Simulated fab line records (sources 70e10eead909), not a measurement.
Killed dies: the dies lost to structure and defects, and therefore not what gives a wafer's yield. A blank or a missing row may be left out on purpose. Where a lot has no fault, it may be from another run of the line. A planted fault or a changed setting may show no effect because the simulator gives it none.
Problem report, 8D (eight disciplines) form, completed by code | flow nandHarc | the parts of the form that need people (team, actions taken, sign-off) are left out

## 1. PROBLEM STATEMENT
At NHARC_END_SORT_01, killedAtArray averages 251 over 4 wafers from 3 lots, while fault-free wafers read 26, standard deviation 10. That is +22 standard deviations from the usual mean.
First observed at day 23 10:10: wafer L210.6, on prober-02. The record has a number at this step for 9 wafers belonging to 3 lots. Rule for "out" (also "out of limits"): further than 4 standard deviations from the usual mean. The other wafers with a number count as sound.

## 2. WHAT IT IS; WHAT IT IS NOT
question                    | is                             | is not
which readings at this step | killedAtArray, killedDies      | killedAtPeriphery, killedOpen
which lots                  | L210, L213, L215               | -
which wafers of those lots  | L210.6, L213.1, L213.4, L215.6 | L210.3, L210.5, L213.3, L215.1, L215.3
read on which gauges        | prober-01, prober-02           | -
when                        | from day 23 10:10              | up to then (2 sound wafers); but 3 sound wafers of L213, L215 came after

## 3. WHAT RULES OUT EACH SUSPECT
Counting: any tool at a process step up to the reading remains a suspect provided it ran every lot that is out. Sound lots after the first of them don't rule it out here, since some wafers of a struck lot are sound.
- the gauge at NHARC_END_SORT_01: ruled out. Those wafers that are out were read across 2 gauges (prober-01, prober-02).
- pecvd-01 at NHARC_A_SGD_CUT_DEP_00 (deposits SiNx, target thk 50 nm): kept. It ran every lot that is out, first L210 (day 17 21:17).
- plasmaAsher-01 at NHARC_THIN_TSV_STRIP_56 (strips in O2): kept. It ran every lot that is out, first L210 (day 22 23:37).
- pecvd-01, NHARC_A_SGD_CUT_DEP_00: wafers that are out in chamber 0, sound lot-mates in chambers 1, 2.
What counting leaves: pecvd-01 at NHARC_A_SGD_CUT_DEP_00 and plasmaAsher-01 at NHARC_THIN_TSV_STRIP_56.

## 4. THE CAUSE (what the simulator had put in)
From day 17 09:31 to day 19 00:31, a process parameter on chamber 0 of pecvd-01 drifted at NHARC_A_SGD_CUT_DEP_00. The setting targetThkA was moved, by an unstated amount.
After counting, 2 suspects remain, this tool included.

## 5. THE CHAIN OF EFFECTS, in route order
Each row: a reading whose mean over the struck wafers that have a number lies more than 3 standard deviations from the usual. Scope: only readings with a usual standard deviation given in the record; hours: median across lots of the time from each lot's start at the first step in this table that gives one to its start at this step; sigmas: change in usual standard deviations.
hours | step              | reading       | usual | on struck wafers | change | sigmas
0     | NHARC_END_SORT_01 | killedAtArray | 26    | 251              | +225   | +22
0     | NHARC_END_SORT_01 | killedDies    | 29    | 257              | +228   | +21

## 6. WHAT WOULD HAVE CAUGHT IT SOONER
Counted from the fault's start at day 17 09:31, it took 145 hours until the first out-of-limits reading at a measuring or inspecting step in this record, taken at day 23 10:10.
An alarm limit of 4 standard deviations would not have fired on the tool readings at NHARC_A_SGD_CUT_DEP_00 for which the record gives a usual standard deviation, since none of them was out on any struck wafer.
Lots out: 3; all had begun NHARC_A_SGD_CUT_DEP_00 on pecvd-01 by day 23 10:10. Had the tool been put on hold then, not one of them would have been saved.
